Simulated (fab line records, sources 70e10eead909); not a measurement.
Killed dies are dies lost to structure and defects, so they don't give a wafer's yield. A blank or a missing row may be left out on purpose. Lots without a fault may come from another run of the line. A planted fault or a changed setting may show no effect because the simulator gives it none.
Which tool did it? | flow nand_harc | 24 lots, 72 wafers sampled, at 6 steps of a route of 1302

WHAT THE GAUGES READ, wafer by wafer
The record holds no reading of a measuring or inspecting step that can be judged against a usual standard deviation.

WHICH TOOL RAN EACH LOT (tool, then ch and the chambers of the sampled wafers, then the start)
lot  | NHARC_A_WL_FILL_RTA_01           | NHARC_A_WL_FILL_ETCHBACK_16                   | NHARC_A_CONTACT_ETCH_113             | NHARC_A_CONTACT_ETCH_114             | NHARC_A_CONTACT_ETCH_90            | NHARC_A_CONTACT_DEP_57
L075 | rtp_anneal-01 ch 0, day 20 08:55 | rie_diel-06 ch 0,2, day 21 16:35 or earlier   | har_cap_etch-01 ch 0,1, day 21 16:35 | har_cap_etch-01 ch 0,1, day 21 16:45 | rie_diel-10 ch 0,1,3, day 21 19:14 | acl_dep-03 ch 0, day 21 21:39
L074 | rtp_anneal-01 ch 0, day 20 09:05 | rie_diel-05 ch 0,2,3, day 21 12:26 or earlier | har_cap_etch-02 ch 0, day 21 12:26   | har_cap_etch-02 ch 0, day 21 12:37   | rie_diel-10 ch 0,2,3, day 21 15:08 | acl_dep-03 ch 0, day 21 18:26
L076 | rtp_anneal-01 ch 0, day 20 19:52 | rie_diel-04 ch 2,3, day 22 01:33 or earlier   | har_cap_etch-03 ch 0,1, day 22 01:33 | har_cap_etch-03 ch 0,1, day 22 01:43 | rie_diel-13 ch 0,3, day 22 04:10   | acl_dep-03 ch 0, day 22 06:23
L077 | rtp_anneal-01 ch 0, day 21 23:05 | rie_diel-05 ch 0,3, day 23 04:43 or earlier   | har_cap_etch-02 ch 0,1, day 23 04:43 | har_cap_etch-02 ch 0,1, day 23 04:53 | rie_diel-13 ch 2,3, day 23 07:24   | acl_dep-03 ch 0, day 23 10:23
L079 | rtp_anneal-02 ch 0, day 22 04:19 | rie_diel-04 ch 0,1,3, day 23 04:41 or earlier | har_cap_etch-03 ch 0,1, day 23 04:41 | har_cap_etch-03 ch 0,1, day 23 04:55 | rie_diel-13 ch 1,2,3, day 23 08:10 | acl_dep-02 ch 0, day 23 11:26
L078 | rtp_anneal-02 ch 0, day 22 11:10 | rie_diel-04 ch 0,1,2, day 23 13:02 or earlier | har_cap_etch-01 ch 0,1, day 23 13:02 | har_cap_etch-01 ch 0,1, day 23 13:12 | rie_diel-13 ch 1,3, day 23 15:38   | acl_dep-03 ch 0, day 23 17:53
L080 | rtp_anneal-01 ch 0, day 22 23:15 | rie_diel-05 ch 0,2,3, day 24 00:47 or earlier | har_cap_etch-03 ch 0,1, day 24 00:47 | har_cap_etch-03 ch 0,1, day 24 00:58 | rie_diel-11 ch 0,2,3, day 24 03:25 | acl_dep-02 ch 0, day 24 08:11
L081 | rtp_anneal-02 ch 0, day 23 18:46 | rie_diel-04 ch 0,1,3, day 24 22:01 or earlier | har_cap_etch-02 ch 0,1, day 24 22:01 | har_cap_etch-02 ch 0,1, day 24 22:14 | rie_diel-11 ch 2,3, day 25 01:32   | acl_dep-02 ch 0, day 25 06:51
L082 | rtp_anneal-01 ch 0, day 23 18:46 | rie_diel-05 ch 0,1,3, day 24 22:38 or earlier | har_cap_etch-03 ch 0,1, day 24 22:38 | har_cap_etch-03 ch 0,1, day 24 22:48 | rie_diel-10 ch 0,1,2, day 25 01:17 | acl_dep-01 ch 0, day 25 04:53
L084 | rtp_anneal-01 ch 0, day 24 02:40 | rie_diel-05 ch 1,2,3, day 25 06:01 or earlier | har_cap_etch-03 ch 0,1, day 25 06:01 | har_cap_etch-03 ch 0,1, day 25 06:11 | rie_diel-13 ch 1,3, day 25 08:39   | acl_dep-02 ch 0, day 25 11:07
L083 | rtp_anneal-02 ch 0, day 24 02:49 | rie_diel-06 ch 1,2,3, day 25 05:33 or earlier | har_cap_etch-01 ch 0,1, day 25 05:33 | har_cap_etch-01 ch 0,1, day 25 05:43 | rie_diel-13 ch 0,1,3, day 25 08:14 | acl_dep-01 ch 0, day 25 10:00
L085 | rtp_anneal-02 ch 0, day 25 02:05 | rie_diel-04 ch 1,2,3, day 26 07:16 or earlier | har_cap_etch-03 ch 0,1, day 26 07:16 | har_cap_etch-03 ch 0,1, day 26 07:26 | rie_diel-11 ch 0,2,3, day 26 09:59 | acl_dep-03 ch 0, day 26 13:41
L086 | rtp_anneal-02 ch 0, day 25 04:27 | rie_diel-04 ch 1,2,3, day 26 10:29 or earlier | har_cap_etch-02 ch 0,1, day 26 10:29 | har_cap_etch-02 ch 0,1, day 26 10:39 | rie_diel-13 ch 0,1, day 26 13:06   | acl_dep-01 ch 0, day 26 16:56
L088 | rtp_anneal-02 ch 0, day 25 20:56 | rie_diel-06 ch 0,1,2, day 27 03:29 or earlier | har_cap_etch-02 ch 0,1, day 27 03:29 | har_cap_etch-02 ch 0,1, day 27 03:39 | rie_diel-11 ch 0,2,3, day 27 06:11 | acl_dep-03 ch 0, day 27 07:53
L087 | rtp_anneal-01 ch 0, day 25 23:41 | rie_diel-04 ch 1,3, day 27 04:09 or earlier   | har_cap_etch-01 ch 0,1, day 27 04:09 | har_cap_etch-01 ch 0,1, day 27 04:19 | rie_diel-13 ch 0,1,2, day 27 06:48 | acl_dep-01 ch 0, day 27 09:02
L089 | rtp_anneal-02 ch 0, day 26 02:50 | rie_diel-06 ch 1,2,3, day 27 06:05 or earlier | har_cap_etch-02 ch 0,1, day 27 06:05 | har_cap_etch-02 ch 0,1, day 27 06:16 | rie_diel-11 ch 1,2,3, day 27 08:47 | acl_dep-03 ch 0, day 27 11:07
L091 | rtp_anneal-01 ch 0, day 27 03:22 | rie_diel-06 ch 0,1, day 28 06:31 or earlier   | har_cap_etch-03 ch 0,1, day 28 06:31 | har_cap_etch-03 ch 0,1, day 28 06:41 | rie_diel-13 ch 1,3, day 28 09:08   | acl_dep-01 ch 0, day 28 11:54
L090 | rtp_anneal-02 ch 0, day 27 05:21 | rie_diel-04 ch 0,1, day 28 05:21 or earlier   | har_cap_etch-01 ch 0,1, day 28 05:21 | har_cap_etch-01 ch 0,1, day 28 05:31 | rie_diel-11 ch 2,3, day 28 07:58   | acl_dep-02 ch 0, day 28 10:50
L093 | rtp_anneal-01 ch 0, day 27 20:51 | rie_diel-06 ch 0,3, day 28 23:33 or earlier   | har_cap_etch-03 ch 0,1, day 28 23:33 | har_cap_etch-03 ch 0,1, day 28 23:43 | rie_diel-10 ch 0,1, day 29 02:13   | acl_dep-01 ch 0, day 29 03:38
L092 | rtp_anneal-01 ch 0, day 27 23:10 | rie_diel-05 ch 0,1,3, day 29 01:08 or earlier | har_cap_etch-01 ch 0,1, day 29 01:08 | har_cap_etch-01 ch 0,1, day 29 01:19 | rie_diel-13 ch 0,1,3, day 29 03:47 | acl_dep-03 ch 0, day 29 06:38
L094 | rtp_anneal-02 ch 0, day 28 07:19 | rie_diel-04 ch 1,3, day 29 12:08 or earlier   | har_cap_etch-01 ch 1, day 29 12:08   | har_cap_etch-01 ch 1, day 29 12:17   | rie_diel-13 ch 1,2,3, day 29 14:51 | acl_dep-01 ch 0, day 29 17:23
L095 | rtp_anneal-01 ch 0, day 28 22:51 | rie_diel-04 ch 2,3, day 30 01:17 or earlier   | har_cap_etch-03 ch 0,1, day 30 01:17 | har_cap_etch-03 ch 0,1, day 30 01:28 | rie_diel-11 ch 2,3, day 30 04:00   | acl_dep-02 ch 0, day 30 08:00
L097 | rtp_anneal-01 ch 0, day 29 06:38 | rie_diel-04 ch 0,2,3, day 30 10:33 or earlier | har_cap_etch-01 ch 0,1, day 30 10:33 | har_cap_etch-01 ch 0,1, day 30 10:43 | rie_diel-13 ch 1,2, day 30 13:21   | acl_dep-01 ch 0, day 30 14:31
L096 | rtp_anneal-02 ch 0, day 29 06:41 | rie_diel-06 ch 0,2, day 30 12:01 or earlier   | har_cap_etch-03 ch 0, day 30 12:01   | har_cap_etch-03 ch 0, day 30 12:11   | rie_diel-13 ch 0,2,3, day 30 14:41 | acl_dep-03 ch 0, day 30 17:23
- NHARC_A_WL_FILL_RTA_01: time 5 s.
- NHARC_A_WL_FILL_ETCHBACK_16: etches the open film in C4F8/O2/Ar, target depth 120 nm, time 24 s.
- NHARC_A_CONTACT_ETCH_113: etches the open film in C4F8/O2/Ar, time 190 s, target depth 1850 nm.
- NHARC_A_CONTACT_ETCH_114: etches the open film in C4F8/O2/Ar, time 190 s, target depth 1850 nm.
- NHARC_A_CONTACT_ETCH_90: etches the open film in CH3F/O2, target depth 40 nm, time 85.7 s.
- NHARC_A_CONTACT_DEP_57: deposits aC, target thk 5300 nm.

WHAT THE TOOLS THEMSELVES READ (means of the sampled wafers that have a number; where no wafer has one, the mark that the record gives instead)
NHARC_A_WL_FILL_RTA_01.
lot  | tool          | lamp_power_pct (%) | lamp_zone_6_pct (%) | wafer_temp_C_max
L075 | rtp_anneal-01 | 31.2               | 31.1                | 1002.2
L074 | rtp_anneal-01 | 31.2               | 31.1                | 1002.6
L076 | rtp_anneal-01 | 31.2               | 31.1                | 1002.7
L077 | rtp_anneal-01 | 31.2               | 31.1                | 1002.4
L079 | rtp_anneal-02 | 32.5               | 32.4                | 1004.9
L078 | rtp_anneal-02 | 32.5               | 32.5                | 1003.5
L080 | rtp_anneal-01 | 31.2               | 31.1                | 1002.2
L081 | rtp_anneal-02 | 32.5               | 32.4                | 1004.5
L082 | rtp_anneal-01 | 31.2               | 31.1                | 1002.9
L084 | rtp_anneal-01 | 31.2               | 31.1                | 1002.2
L083 | rtp_anneal-02 | 32.5               | 32.4                | 1004.9
L085 | rtp_anneal-02 | 32.6               | 32.5                | 1005.3
L086 | rtp_anneal-02 | 32.5               | 32.4                | 1004.7
L088 | rtp_anneal-02 | 32.5               | 32.4                | 1005.2
L087 | rtp_anneal-01 | 31.2               | 31.1                | 1002.6
L089 | rtp_anneal-02 | 32.5               | 32.4                | 1004.9
L091 | rtp_anneal-01 | 31.2               | 31.1                | 1002.6
L090 | rtp_anneal-02 | 32.5               | 32.4                | 1005.1
L093 | rtp_anneal-01 | 31.1               | 31.1                | 1002.4
L092 | rtp_anneal-01 | 31.2               | 31.1                | 1003.4
L094 | rtp_anneal-02 | 32.5               | 32.4                | 1004.7
L095 | rtp_anneal-01 | 31.2               | 31.1                | 1002.8
L097 | rtp_anneal-01 | 31.2               | 31.1                | 1002.9
L096 | rtp_anneal-02 | 32.5               | 32.4                | 1005.6

NHARC_A_WL_FILL_ETCHBACK_16.
lot  | tool        | chamber_pressure_mTorr (mTorr) | oes_product_au (a.u.) | rf_vpp_V (V)
L075 | rie_diel-06 | 24.976                         | 0.92                  | 724
L074 | rie_diel-05 | 25.003                         | 0.99                  | 728
L076 | rie_diel-04 | 25.009                         | 0.92                  | 728
L077 | rie_diel-05 | 25.011                         | 0.92                  | 727
L079 | rie_diel-04 | 24.993                         | 1.00                  | 728
L078 | rie_diel-04 | 25.014                         | 1.00                  | 729
L080 | rie_diel-05 | 24.999                         | 0.94                  | 728
L081 | rie_diel-04 | 25.024                         | 1.01                  | 728
L082 | rie_diel-05 | 24.988                         | 1.00                  | 726
L084 | rie_diel-05 | 25.013                         | 0.93                  | 726
L083 | rie_diel-06 | 25.002                         | 0.93                  | 724
L085 | rie_diel-04 | 24.993                         | 0.97                  | 729
L086 | rie_diel-04 | 25.012                         | 0.98                  | 728
L088 | rie_diel-06 | 24.986                         | 0.98                  | 722
L087 | rie_diel-04 | 24.992                         | 1.01                  | 728
L089 | rie_diel-06 | 24.995                         | 1.01                  | 725
L091 | rie_diel-06 | 25.001                         | 0.92                  | 720
L090 | rie_diel-04 | 24.999                         | 1.02                  | 729
L093 | rie_diel-06 | 24.994                         | 0.93                  | 721
L092 | rie_diel-05 | 25.001                         | 0.99                  | 728
L094 | rie_diel-04 | 24.976                         | 0.99                  | 727
L095 | rie_diel-04 | 24.984                         | 0.98                  | 728
L097 | rie_diel-04 | 25.009                         | 0.99                  | 727
L096 | rie_diel-06 | 24.957                         | 1.00                  | 724

NHARC_A_CONTACT_ETCH_113.
lot  | tool            | chamber_pressure_mTorr (mTorr)
L075 | har_cap_etch-01 | 20.004
L074 | har_cap_etch-02 | 20.004
L076 | har_cap_etch-03 | 19.999
L077 | har_cap_etch-02 | 20.001
L079 | har_cap_etch-03 | 19.995
L078 | har_cap_etch-01 | 20.007
L080 | har_cap_etch-03 | 20.018
L081 | har_cap_etch-02 | 19.995
L082 | har_cap_etch-03 | 19.999
L084 | har_cap_etch-03 | 20.023
L083 | har_cap_etch-01 | 19.994
L085 | har_cap_etch-03 | 20.014
L086 | har_cap_etch-02 | 20.003
L088 | har_cap_etch-02 | 19.994
L087 | har_cap_etch-01 | 20.014
L089 | har_cap_etch-02 | 20.004
L091 | har_cap_etch-03 | 19.996
L090 | har_cap_etch-01 | 19.987
L093 | har_cap_etch-03 | 19.999
L092 | har_cap_etch-01 | 20.017
L094 | har_cap_etch-01 | 20.021
L095 | har_cap_etch-03 | 19.994
L097 | har_cap_etch-01 | 19.994
L096 | har_cap_etch-03 | 19.979

NHARC_A_CONTACT_ETCH_114.
lot  | tool            | chamber_pressure_mTorr (mTorr)
L075 | har_cap_etch-01 | 20.008
L074 | har_cap_etch-02 | 20.009
L076 | har_cap_etch-03 | 20.015
L077 | har_cap_etch-02 | 19.987
L079 | har_cap_etch-03 | 19.988
L078 | har_cap_etch-01 | 20.004
L080 | har_cap_etch-03 | 20.005
L081 | har_cap_etch-02 | 19.989
L082 | har_cap_etch-03 | 20.011
L084 | har_cap_etch-03 | 20.004
L083 | har_cap_etch-01 | 19.990
L085 | har_cap_etch-03 | 19.986
L086 | har_cap_etch-02 | 20.011
L088 | har_cap_etch-02 | 19.988
L087 | har_cap_etch-01 | 19.989
L089 | har_cap_etch-02 | 19.990
L091 | har_cap_etch-03 | 19.998
L090 | har_cap_etch-01 | 19.997
L093 | har_cap_etch-03 | 19.994
L092 | har_cap_etch-01 | 19.991
L094 | har_cap_etch-01 | 20.022
L095 | har_cap_etch-03 | 20.002
L097 | har_cap_etch-01 | 20.021
L096 | har_cap_etch-03 | 20.011

NHARC_A_CONTACT_ETCH_90.
lot  | tool        | chamber_pressure_mTorr (mTorr) | drypump_motor_current_A (A) | oes_product_au (a.u.) | rf_vpp_V (V) | showerhead_plenum_p_Torr (Torr) | throttle_valve_pct (%)
L075 | rie_diel-10 | 24.978                         | 6.2                         | 0.93                  | 243.3        | 2.43                            | 20.671
L074 | rie_diel-10 | 24.992                         | 6.0                         | 0.94                  | 245.3        | 2.52                            | 20.663
L076 | rie_diel-13 | 25.007                         | 6.1                         | 1.01                  | 244.6        | 2.52                            | 20.667
L077 | rie_diel-13 | 25.000                         | 5.6                         | 0.92                  | 242.5        | 2.33                            | 20.655
L079 | rie_diel-13 | 25.018                         | 5.4                         | 1.00                  | 242.5        | 2.32                            | 20.661
L078 | rie_diel-13 | 24.991                         | 5.2                         | 0.92                  | 243.5        | 2.31                            | 20.667
L080 | rie_diel-11 | 24.993                         | 5.7                         | 0.93                  | 244.8        | 2.48                            | 20.666
L081 | rie_diel-11 | 24.990                         | 5.8                         | 0.92                  | 243.4        | 2.40                            | 20.656
L082 | rie_diel-10 | 25.005                         | 6.0                         | 0.93                  | 244.6        | 2.47                            | 20.660
L084 | rie_diel-13 | 24.978                         | 5.1                         | 0.93                  | 242.7        | 2.31                            | 20.657
L083 | rie_diel-13 | 24.994                         | 5.6                         | 1.00                  | 243.7        | 2.41                            | 20.661
L085 | rie_diel-11 | 24.997                         | 5.7                         | 0.92                  | 245.1        | 2.48                            | 20.669
L086 | rie_diel-13 | 24.998                         | 6.0                         | 0.92                  | 244.5        | 2.50                            | 20.664
L088 | rie_diel-11 | 24.990                         | 5.7                         | 1.02                  | 244.3        | 2.47                            | 20.663
L087 | rie_diel-13 | 25.017                         | 5.9                         | 0.93                  | 243.6        | 2.40                            | 20.674
L089 | rie_diel-11 | 25.011                         | 6.1                         | 0.94                  | 244.7        | 2.44                            | 20.656
L091 | rie_diel-13 | 24.972                         | 5.2                         | 0.92                  | 242.4        | 2.30                            | 20.666
L090 | rie_diel-11 | 24.998                         | 6.1                         | 1.01                  | 244.2        | 2.44                            | 20.653
L093 | rie_diel-10 | 24.999                         | 6.2                         | 1.00                  | 244.6        | 2.37                            | 20.654
L092 | rie_diel-13 | 25.027                         | 5.6                         | 0.92                  | 243.5        | 2.41                            | 20.661
L094 | rie_diel-13 | 25.020                         | 5.4                         | 0.99                  | 242.4        | 2.31                            | 20.656
L095 | rie_diel-11 | 24.964                         | 6.0                         | 1.01                  | 244.3        | 2.43                            | 20.653
L097 | rie_diel-13 | 25.008                         | 5.4                         | 1.00                  | 242.7        | 2.30                            | 20.671
L096 | rie_diel-13 | 25.008                         | 5.9                         | 0.99                  | 243.2        | 2.41                            | 20.665

NHARC_A_CONTACT_DEP_57.
lot  | tool       | throttle_valve_pct (%)
L075 | acl_dep-03 | 35.000
L074 | acl_dep-03 | 35.003
L076 | acl_dep-03 | 34.993
L077 | acl_dep-03 | 34.992
L079 | acl_dep-02 | 35.009
L078 | acl_dep-03 | 34.995
L080 | acl_dep-02 | 34.994
L081 | acl_dep-02 | 35.001
L082 | acl_dep-01 | 35.000
L084 | acl_dep-02 | 35.001
L083 | acl_dep-01 | 34.999
L085 | acl_dep-03 | 35.001
L086 | acl_dep-01 | 35.002
L088 | acl_dep-03 | 34.999
L087 | acl_dep-01 | 35.002
L089 | acl_dep-03 | 34.999
L091 | acl_dep-01 | 34.998
L090 | acl_dep-02 | 34.994
L093 | acl_dep-01 | 34.992
L092 | acl_dep-03 | 34.993
L094 | acl_dep-01 | 35.001
L095 | acl_dep-02 | 34.999
L097 | acl_dep-01 | 35.001
L096 | acl_dep-03 | 35.011

THE ANSWER, worked out from the rows above alone
Rule: what is usual is taken from the lots themselves. Put in order of their means at a reading, lots are off if they are a third of the lots or fewer, leave a main group of 4 or more, and stand apart from it by a gap of 3 or more times the standard deviation of the main group's means; of several such gaps the widest counts. A main group whose means are all the same, to the digits that the tables above print for the reading, isn't used. A lot without any number at a reading at which 4 lots or more have one is off too. The other lots that the step has rows for count as sound. The gauges are gone through in route order, then the tools' own readings, and for those a lot's mean is taken as printed above. The first step at which some lot is off is used, and at that step the reading that is off furthest; a lot without a number counts as furthest.
No lot is off at any reading shown: from this, nothing can be told.

WHAT THE SIMULATOR HAD PUT IN
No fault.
